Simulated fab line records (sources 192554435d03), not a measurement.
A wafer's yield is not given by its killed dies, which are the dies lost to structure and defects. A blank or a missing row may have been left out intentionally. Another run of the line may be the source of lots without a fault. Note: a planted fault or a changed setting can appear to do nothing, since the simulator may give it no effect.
Comparing a struck lot with a sound one -- flow n5-finfet -- 36 out of 1938 route steps
Sound: wafers L385.1, L385.3, L385.5. Struck: wafers L375.1, L375.3, L375.5. The cause is given at the end.
Per side, at each step with rows, come the tool, then ch with its chambers, and then its first start. Under that, the readings that differ: sound wafers -- struck wafers -- difference of the means -- sigmas: that difference in standard deviations of wafers without a fault.
alike: readings whose means differ by less than 2 such deviations, and words and numbers that are the same on both sides. not compared: withheld readings, readings that some wafer has no value for, bounds like >300 that may hide the same value, and numbers for which the record gives no deviation and whose values overlap.
Wherever a step has rows on one side only, a row that says differs or no value, or a row with sigmas, the two part there. Numbers that don't overlap but have no deviation are shown without sigmas and don't part them. A reading missing from all wafers of one side parts the sides only when that side holds two or more wafers.

first, 11 steps without rows for these wafers: N5_PMOS_HMC_CHANNEL_EPI_PRECLEAN_36 (cleans in O3/DIW, time 45 s); N5_PMOS_HMC_CHANNEL_EPI_PRECLEAN_18 (cleans in DHF, time 30 s); N5_PMOS_HMC_CHANNEL_EPI_SRD_19 (time 30 s); N5_PMOS_HMC_CHANNEL_EPI_EPI_20 (deposits SiGe30, target thk 59 nm); N5_PMOS_HMC_CHANNEL_EPI_HM_STRIP_35 (strips SiO2 in dHF, material SiO2, target depth 39.6 nm, time 216 s); N5_PMOS_HMC_CHANNEL_EPI_SRD_39 (time 30 s); N5_PMOS_HMC_CHANNEL_EPI_CMP_21 (polishes SiGe30, target thk 54 nm); N5_PMOS_HMC_CHANNEL_EPI_PRECLEAN_40 (cleans in DHF, time 30 s); N5_PMOS_HMC_CHANNEL_EPI_PRECLEAN_37 (cleans in O3/DIW, time 45 s); N5_PMOS_HMC_CHANNEL_EPI_PRECLEAN_24 (cleans in DHF, time 30 s); N5_PMOS_HMC_CHANNEL_EPI_SRD_25 (time 30 s).
N5_PMOS_HMC_CHANNEL_EPI_EPI_26: deposits Si from SiH4/H2, target thk 3.8 nm, time 22.7 s.
  sound on epi-rpcvd-02 ch 0, day 5 14:22; struck on epi-rpcvd-02, day 3 01:37
  no value came back on the struck wafers for chamber-pressure-Torr (Torr), lamp-inner-pct (%), throttle-valve-pct (%); on the sound wafers chamber-pressure-Torr (Torr) reads 20.05 20.01 20.03
then, 22 steps without rows for these wafers: N5_FIN_SAQP_PRECLEAN_42 (cleans in O3/DIW, time 60 s); N5_FIN_SAQP_PRECLEAN_00 (cleans in SC1, time 60 s); N5_FIN_SAQP_PRECLEAN_44 (cleans in SC2, time 45 s); N5_FIN_SAQP_SRD_01 (time 30 s); N5_FIN_SAQP_ALD_61 (deposits SiO2, target thk 4 nm, pulse time 1 s, purge time 2 s); N5_FIN_SAQP_DENSIFY_62 (time 60 s); N5_FIN_SAQP_HM_DEP_03 (deposits SiNx from SiH4/NH3/N2, target thk 38 nm, time 33.6 s); N5_FIN_SAQP_PECVD_47 (deposits a-Si from SiH4/He, target thk 45 nm, time 36.3 s); N5_FIN_SAQP_PECVD_48 (deposits SiNx from SiH4/NH3/N2, target thk 25 nm, time 22.1 s); N5_FIN_SAQP_PECVD_06 (deposits a-Si from SiH4/He, target thk 60 nm, time 48.1 s); N5_FIN_SAQP_HM_DEP_72 (deposits SiO2 from SiH4/N2O, target thk 12 nm, time 7.2 s); N5_FIN_SAQP_COAT_49 (time 60 s, resist thk 100 nm); N5_FIN_SAQP_COAT_50 (time 60 s, resist thk 35 nm); N5_FIN_SAQP_COAT_10 (resist thk 90 nm); N5_FIN_SAQP_EBR_12; N5_FIN_SAQP_SOFTBAKE_11 (time 60 s); N5_FIN_SAQP_EXPOSE_13 (exposes mask FIN CORE, target cd 35.6 nm); N5_FIN_SAQP_PEB_14 (peb time 60 s); N5_FIN_SAQP_DEVELOP_15 (develop time 30 s); N5_FIN_SAQP_DESCUM_21 (chemistry O2, time 7.9 s); N5_FIN_SAQP_ETCH_51 (etches SiARC in CF4, target depth 45.5 nm, time 75.8 s); N5_FIN_SAQP_ETCH_52 (etches SOC in N2/H2, target depth 100 nm, overetch 20 nm, time 150 s).
-- here the record skips 7 days between the struck wafers' starts before and after, leaving off in module FIN_SAQP and picking up in module BEOL_M4 (first step shown: number 1111 of the route) --
N5_BEOL_M4_RC_MEAS_101:
  sound on prober-02 ch 0, day 12 00:11; struck on prober-02 ch 0, day 9 17:02
reading,sound,struck,difference,sigmas
CJ_N,4.32 4.31 4.32,4.79 4.72 4.76,+0.44,+4
RS_PWELL (ohm/sq),2984 2983 2975,3051 3073 3083,+88,+4
  alike: DIBL_N, DIBL_P, IOFF_N, IOFF_P, ION_N, ION_P, SS_N, SS_P, VT_N, VT_P
-- the record jumps here: 5 days lie between the struck wafers' starts before and after (it left off in module BEOL_M4 and takes up again in module PASSIVATION, whose first step shown is number 1936 of the route) --
N5_PASSIVATION_PROBE_49:
  record: rows for the struck wafers here (prober-02, day 14 08:13), none for the sound ones

## WHERE THEY PART
First at N5_PMOS_HMC_CHANNEL_EPI_EPI_26; last, within this record, at N5_PASSIVATION_PROBE_49.

WHY: what the simulator had put in
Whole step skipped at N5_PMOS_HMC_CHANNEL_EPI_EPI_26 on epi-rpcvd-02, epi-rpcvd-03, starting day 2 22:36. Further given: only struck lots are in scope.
